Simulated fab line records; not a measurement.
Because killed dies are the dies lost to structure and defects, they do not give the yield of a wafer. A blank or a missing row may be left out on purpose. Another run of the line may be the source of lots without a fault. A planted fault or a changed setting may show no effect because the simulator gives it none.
The tool behind it: which one? / flow nand_harc / 36 wafers sampled from 12 lots at 1 step of a route of 1302

== WHAT EACH GAUGE READ, for each wafer ==
NHARC_A_BLC_INSPECT_28.
lot=L074; measured=day 23 07:15; on=defect_inspect-01; raw_defect_count=382 394 617
lot=L077; measured=day 24 07:29; on=defect_inspect-01; raw_defect_count=613 414 700
lot=L079; measured=day 24 13:28; on=defect_inspect-02; raw_defect_count=787 484 509
lot=L080; measured=day 25 06:46; on=defect_inspect-02; raw_defect_count=572 552 476
lot=L083; measured=day 26 16:47; on=defect_inspect-01; raw_defect_count=434 602 431
lot=L086; measured=day 27 14:54; on=defect_inspect-01; raw_defect_count=433 452 504
lot=L087; measured=day 28 13:42; on=defect_inspect-02; raw_defect_count=334 384 489
lot=L088; measured=day 29 04:44; on=defect_inspect-01; raw_defect_count=611 516 498
lot=L091; measured=day 30 20:48; on=defect_inspect-02; raw_defect_count=461 567 483
lot=L093; measured=day 31 03:31; on=defect_inspect-01; raw_defect_count=519 417 668
lot=L095; measured=day 31 12:22; on=defect_inspect-02; raw_defect_count=463 449 444
lot=L097; measured=day 32 02:14; on=defect_inspect-01; raw_defect_count=530 565 432

== EACH LOT AND THE TOOL THAT RAN IT (in order: tool; ch and the chambers of the sampled wafers; start) ==
The record shows no process step preceding these readings.

== THE ANSWER, worked out from the rows above alone ==
Rule: what is usual is taken from the lots themselves. Put in order of their means at a reading, lots are off if they are a third of the lots or fewer, leave a main group of 4 or more, and stand apart from it by a gap of 3 or more times the standard deviation of the main group's means; of several such gaps the widest counts. Not used: any main group whose means are identical at the precision the tables above print for the reading. Also off: a lot with no number at a reading for which 4 or more lots have one. All remaining lots with rows at the step are treated as sound.
Across all readings shown, no lot is off: no conclusion can be drawn from this.

== WHAT THE SIMULATOR HAD INSERTED ==
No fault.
